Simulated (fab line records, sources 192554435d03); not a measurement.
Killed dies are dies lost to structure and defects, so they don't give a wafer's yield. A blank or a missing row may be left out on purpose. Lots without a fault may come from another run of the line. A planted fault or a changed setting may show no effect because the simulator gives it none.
A struck lot beside a sound one | flow n5_finfet | 37 steps out of a route of 1938
Sound: wafers L383.2, L383.3, L383.4. Struck: wafer L395.4. (L395.2, L395.5 of the same lot were not struck and are left out.) The cause comes at the end.
At each step with rows: each side's tool, then ch and its chambers, then its first start. Under that, the readings that differ: sound wafers | struck wafers | difference of the means | sigmas: that difference in standard deviations of wafers without a fault.
alike: readings whose means differ by less than 2 such deviations, and words and numbers that are the same on both sides. not compared: withheld readings, readings that some wafer has no value for, bounds like >300 that may hide the same value, and numbers for which the record gives no deviation and whose values overlap.
The two part at a step that has a row with sigmas, a row that says differs or no value, or rows on one side only. Numbers that don't overlap but have no deviation are shown without sigmas and don't part them. A reading that every wafer of one side lacks parts them only if that side has two wafers or more.

first, 10 steps without rows for these wafers: N5_HKMG_FIN_STRIP_69 (strips in N2/H2, time 360 s); N5_HKMG_FIN_ALD_21 (deposits TiN, target thk 1.5 nm, pulse time 1 s, purge time 3 s); N5_HKMG_FIN_ALD_72 (deposits W, target thk 2 nm, pulse time 1 s, purge time 2 s); N5_HKMG_FIN_W_FILL_22 (material W, target thk 60 nm, time 18.2 s); N5_HKMG_FIN_PRECLEAN_83 (cleans in DIW, time 57.5 s); N5_HKMG_FIN_SRD_84 (dry time 32 s); N5_HKMG_FIN_CMP_23 (polishes, stops on SiNx, t overpolish 10 s, target thk 46.326 nm); N5_HKMG_FIN_CMP_94 (polishes, stops on SiNx, t overpolish 4.7 s, target thk 43.299 nm); N5_GATE_CUT_ETCHBACK_00 (etches W in SF6/Cl2); N5_GATE_CUT_ETCH_56 (etches TiN in Cl2/Ar, target depth 21.6 nm).
N5_GATE_CUT_ETCHBACK_30: etches TiN in Cl2/Ar, target depth 3 nm.
  sound on rie_metal-02 ch 0,1, day 6 05:23; struck on rie_metal-02 ch 1, day 9 07:18
  alike: drypump_motor_current_A, oes_product_au, throttle_valve_pct
  not compared: rf_hours_counter_h
then, 25 steps without rows for these wafers: N5_GATE_CUT_VAPOR_ETCH_60 (etches HfO2 in BCl3/Cl2); N5_GATE_CUT_ETCH_58 (etches SiNx in CH3F/O2, target depth 17 nm, time 128.6 s); N5_GATE_CUT_STRIP_59 (strips in N2/H2, time 20 s); N5_GATE_CUT_PRECLEAN_31 (cleans in DIW, time 300 s); N5_GATE_CUT_SRD_32 (time 30 s); N5_GATE_CUT_SAC_CAP_01 (material SiNx, target thk 24 nm, pulse time 1 s, ald cycles 480); N5_GATE_CUT_PECVD_57 (deposits SiNx from SiH4/NH3/N2, target thk 21 nm); N5_GATE_CUT_CMP_02 (polishes, stops on SiO2, t overpolish 12.7 s, target thk 0 nm); N5_GATE_CUT_HM_DEP_46 (deposits SiO2 from TEOS/O2, target thk 130 nm, time 26.6 s); N5_GATE_CUT_COAT_34 (time 60 s, resist thk 60 nm); N5_GATE_CUT_COAT_35 (time 60 s, resist thk 10 nm); N5_GATE_CUT_COAT_27 (time 60 s, resist thk 10 nm); N5_GATE_CUT_COAT_07 (resist thk 30 nm); N5_GATE_CUT_EBR_09; N5_GATE_CUT_SOFTBAKE_08 (time 60 s); N5_GATE_CUT_EXPOSE_10 (exposes mask GATE CUT, target cd 20 nm); N5_GATE_CUT_PEB_11 (peb time 60 s); N5_GATE_CUT_DEVELOP_12 (develop time 30 s); N5_GATE_CUT_DESCUM_18 (chemistry O2, time 7 s); N5_GATE_CUT_ETCH_28 (etches underlayer in N2/H2, target depth 13 nm, time 10.4 s); N5_GATE_CUT_ETCH_36 (etches SiARC in CF4, target depth 13 nm, time 21.7 s); N5_GATE_CUT_ETCH_37 (etches SOC in N2/H2, target depth 60 nm, overetch 12 nm, time 90 s); N5_GATE_CUT_STRIP_38 (strips in N2/H2); N5_GATE_CUT_STRIP_39 (strips in N2/H2); N5_GATE_CUT_HM_OPEN_40 (chemistry C4F6/O2, target SiO2, target depth 139 nm, time 85.1 s).
-- the record jumps here: 8 days lie between the struck wafers' starts before and after (it left off in module GATE_CUT and takes up again in module PASSIVATION, whose first step shown is number 1936 of the route) --
N5_PASSIVATION_PROBE_49:
  the record has rows for the struck wafers here (prober-02, day 17 11:22) and none for the sound ones

WHERE THEY PART
Only at N5_PASSIVATION_PROBE_49, within this record.

WHY: what the simulator had put in
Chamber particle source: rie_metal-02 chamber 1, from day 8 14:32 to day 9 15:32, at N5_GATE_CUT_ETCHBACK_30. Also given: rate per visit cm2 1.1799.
